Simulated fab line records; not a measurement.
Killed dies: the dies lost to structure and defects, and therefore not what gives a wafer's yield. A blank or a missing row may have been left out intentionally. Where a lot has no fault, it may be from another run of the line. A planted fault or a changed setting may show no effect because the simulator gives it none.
Matching of chambers | flow nandHarc | NHARC_P_M2_ETCH_15 on rieDiel-06 has 4 sister chambers
The step etches the open film in C4F8/Ar, target depth 182.5 nm, time 91.2 s. 4 wafers are shown with their chamber, then 9 later ones without.

== WAFERS, EACH WITH ITS CHAMBER ==
wafer  | chamber | rfVppV (V)
L922.1 | 3       | 444.0
L924.1 | 1       | 437.5
L924.4 | 2       | 443.1
L924.5 | 0       | 441.5

== WAFERS WITHOUT THEIR CHAMBER ==
wafer  | rfVppV (V)
L926.1 | 439.9
L926.4 | 446.7
L926.6 | 444.1
L932.1 | 444.5
L932.2 | 438.6
L932.6 | 444.6
L933.3 | 439.8
L933.4 | 445.2
L933.6 | 441.1

== WHICH CHAMBER EACH WENT THROUGH ==
wafer  | from the rows above               | in truth
L926.1 | can't be placed: 0 or 1 or 2 or 3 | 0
L926.4 | can't be placed: 3 or 2 or 0      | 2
L926.6 | can't be placed: 3 or 2 or 0      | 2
L932.1 | can't be placed: 3 or 2 or 0      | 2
L932.2 | can't be placed: 1 or 0           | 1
L932.6 | can't be placed: 3 or 2 or 0      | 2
L933.3 | can't be placed: 0 or 1 or 2 or 3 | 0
L933.4 | can't be placed: 3 or 2 or 0      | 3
L933.6 | can't be placed: 0 or 2 or 3      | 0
Placed correctly: 0 of 9. Unplaceable from these rows: 9, with the true chamber sitting among the candidates in 9. Number placed wrongly: 0.
How it was worked out, from the rows above alone: a wafer's distance from a chamber is the root of the sum, over the readings, of the square of ((its reading less the chamber's mean) divided by the reading's scatter). If the next closest chamber is less than 2 further off than the closest, the wafer can't be placed; otherwise it belongs to the closest. For every chamber, the mean is computed from those of its wafers that are shown. The scatter: with one shown wafer a chamber, the root of the mean of the squares of how far each hidden wafer lies from its nearest shown one.
